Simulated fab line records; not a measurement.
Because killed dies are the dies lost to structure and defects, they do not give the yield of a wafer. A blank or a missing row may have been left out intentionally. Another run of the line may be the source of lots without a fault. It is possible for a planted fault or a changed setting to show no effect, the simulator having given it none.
A lot that was struck, set against a sound lot    flow n5-finfet    38 out of 1938 route steps
Sound: the wafers L531.1, L531.5, L531.6. Struck: wafer L542.6. (L542.1 of the same lot was not struck and is left out.) The cause comes at the end.
Per side, at each step with rows, come the tool, then ch with its chambers, and then its first start. Under that, the readings that differ: sound wafers    struck wafers    difference of the means    sigmas: that difference in standard deviations of wafers without a fault.
alike: readings with means less than 2 such deviations apart, plus words and numbers identical on both sides. not compared: withheld readings, readings lacking a value on some wafer, bounds such as >300 that could conceal the same value, and numbers that have no deviation in the record and whose values overlap.
Wherever a step has rows on one side only, a row that says differs or no value, or a row with sigmas, the two part there. When numbers do not overlap yet have no deviation, they are printed without sigmas and do not part them. A reading that every wafer of one side lacks parts them only if that side has two wafers or more.

first, 9 steps without rows for these wafers: N5_MOL_CONTACT_COAG_SPUTTER_130 (material Co, target thk 47.5 nm); N5_MOL_CONTACT_COAG_PRECLEAN_125 (cleans in DIW, time 57.5 s); N5_MOL_CONTACT_COAG_SRD_126 (dry time 32 s); N5_MOL_CONTACT_COAG_CMP_23 (polishes, stops on SiO2, t overpolish 1.5 s, target thk 0 nm); N5_MOL_CONTACT_COAG_WET_ETCH_26 (target Co, target depth 13 nm); N5_MOL_CONTACT_COAG_WET_ETCH_116 (etches the open film in SC1-inhibited, target depth 4.6 nm, rinse time 30 s); N5_MOL_CONTACT_COAG_ALD_27 (deposits SiOC, target thk 17 nm, pulse time 1.5 s, time 2720 s); N5_MOL_CONTACT_COAG_CMP_28 (polishes, stops on SiNx, t overpolish 0.85 s, target thk 14.522 nm); N5_MOL_CONTACT_COAG_ALD_123 (deposits SiNx, target thk 5 nm, pulse time 1 s, purge time 2 s).
N5_MOL_CONTACT_COAG_PECVD_31: deposits SiO2 from TEOS/O2, target thk 46 nm, time 8.9 s.
  sound on pecvd-04 ch 1,2, day 5 18:38; struck on pecvd-04 ch 2, day 8 14:57
reading                                              sound         struck  difference  sigmas
model.SiO2_of_MOL_CONTACT_COAG_PECVD_31.thk-nm (nm)  46 46.2 45.6  19      -27         
then, 19 steps without rows for these wafers: N5_MOL_CONTACT_COAG_COAT_75 (time 60 s, resist thk 60 nm); N5_MOL_CONTACT_COAG_COAT_76 (time 60 s, resist thk 10 nm); N5_MOL_CONTACT_COAG_COAT_77 (time 60 s, resist thk 10 nm); N5_MOL_CONTACT_COAG_COAT_78 (resist thk 40 nm); N5_MOL_CONTACT_COAG_EBR_80; N5_MOL_CONTACT_COAG_SOFTBAKE_79 (time 60 s); N5_MOL_CONTACT_COAG_EXPOSE_81 (exposes mask VG, defocus 0 nm); N5_MOL_CONTACT_COAG_PEB_82 (peb time 60 s); N5_MOL_CONTACT_COAG_DEVELOP_83 (develop time 30 s); N5_MOL_CONTACT_COAG_DESCUM_88 (chemistry O2, time 7 s); N5_MOL_CONTACT_COAG_ETCH_89 (etches underlayer in N2/H2, target depth 13 nm, time 10.4 s); N5_MOL_CONTACT_COAG_ETCH_90 (etches SiARC in CF4, target depth 13 nm, time 21.7 s); N5_MOL_CONTACT_COAG_ALD_131 (deposits SiO2, target thk 5 nm, pulse time 1 s, co reactant pulse time 1 s); N5_MOL_CONTACT_COAG_ETCHBACK_132 (etches SiO2 in CHF3, target depth 10 nm, time 6.7 s); N5_MOL_CONTACT_COAG_ETCH_91 (etches SOC in N2/H2, target depth 60 nm, overetch 21 nm, time 101.2 s); N5_MOL_CONTACT_COAG_STRIP_92 (strips in N2/H2); N5_MOL_CONTACT_COAG_STRIP_93 (strips in N2/H2); N5_MOL_CONTACT_COAG_ETCHBACK_135 (etches SiO2 in CHF3, target depth 25 nm, time 16.7 s); N5_MOL_CONTACT_COAG_STRIP_118 (strips in CHF3).
N5_MOL_CONTACT_COAG_VIA_ETCH_46: etches SiO2 in C4F6/O2, target depth 46 nm, overetch 9.2 nm, time 40 s.
  sound on rie-diel-01 ch 0,1,3, day 5 19:34; struck on rie-diel-02 ch 2, day 8 16:01
reading                   sound              struck  difference  sigmas
oes-product-au (a.u.)     0.80 0.82 0.62     0.56    -0.19       -2
model.etch.depth-nm (nm)  46.07 46.23 45.69  18.95   -27.05      
  alike: drypump-motor-current-A, rf-fwd-power-W, rf-vpp-V, showerhead-plenum-p-Torr, throttle-valve-pct
  not compared: rf-hours-counter-h
then, 5 steps without rows for these wafers: N5_MOL_CONTACT_COAG_STRIP_96 (strips in N2/H2); N5_MOL_CONTACT_COAG_ETCH_47 (etches SiNx in CH3F/O2, stops on W, target depth 27 nm); N5_MOL_CONTACT_COAG_STRIP_119 (strips in N2/H2, time 30 s); N5_MOL_CONTACT_COAG_PRECLEAN_144 (cleans in alkaline clean, time 60 s); N5_MOL_CONTACT_COAG_SRD_145 (time 30 s).
N5_MOL_CONTACT_COAG_CMP_52: polishes, stops on SiO2, t overpolish 1.5 s, target thk 66.5 nm.
  sound on cmp-02 ch 1,2,3, day 5 22:01; struck on cmp-01 ch 2, day 8 18:19
reading                                              sound              struck  difference  sigmas
platen-rpm (rpm)                                     50.30 50.31 50.23  50.35   +0.07       +2
model.SiO2_of_MOL_CONTACT_COAG_PECVD_31.thk-nm (nm)  44 44.2 43.6       17      -27         
  alike: edge-zone-pressure-frac, motor-current-A
N5_MOL_CONTACT_COAG_THK_MEAS_53:
  sound: film-metro-01 at day 5 22:11; struck: film-metro-02 at day 8 18:29
reading           sound           struck  difference  sigmas
VIA_MOL_THK (nm)  44.0 44.2 43.6  16.9    -27.0       -48
-- a jump in the record: the struck wafers' starts before and after are 2 days apart (it breaks off in module MOL_CONTACT_COAG and resumes in module BEOL_M4, where the first step shown is number 1111 of the route) --
N5_BEOL_M4_RC_MEAS_101:
  sound on prober-02 ch 0, day 8 06:16; struck on prober-02 ch 0, day 11 03:54
  alike: DIBL_N, DIBL_P, IOFF_N, IOFF_P, ION_N, ION_P, SS_N, SS_P, VT_N, VT_P

WHERE THEY PART
Earliest at N5_MOL_CONTACT_COAG_VIA_ETCH_46; latest, in this record, at N5_MOL_CONTACT_COAG_THK_MEAS_53. Later steps at which nothing parts them and some readings are alike: N5_BEOL_M4_RC_MEAS_101.

WHY: what had been put in by the simulator
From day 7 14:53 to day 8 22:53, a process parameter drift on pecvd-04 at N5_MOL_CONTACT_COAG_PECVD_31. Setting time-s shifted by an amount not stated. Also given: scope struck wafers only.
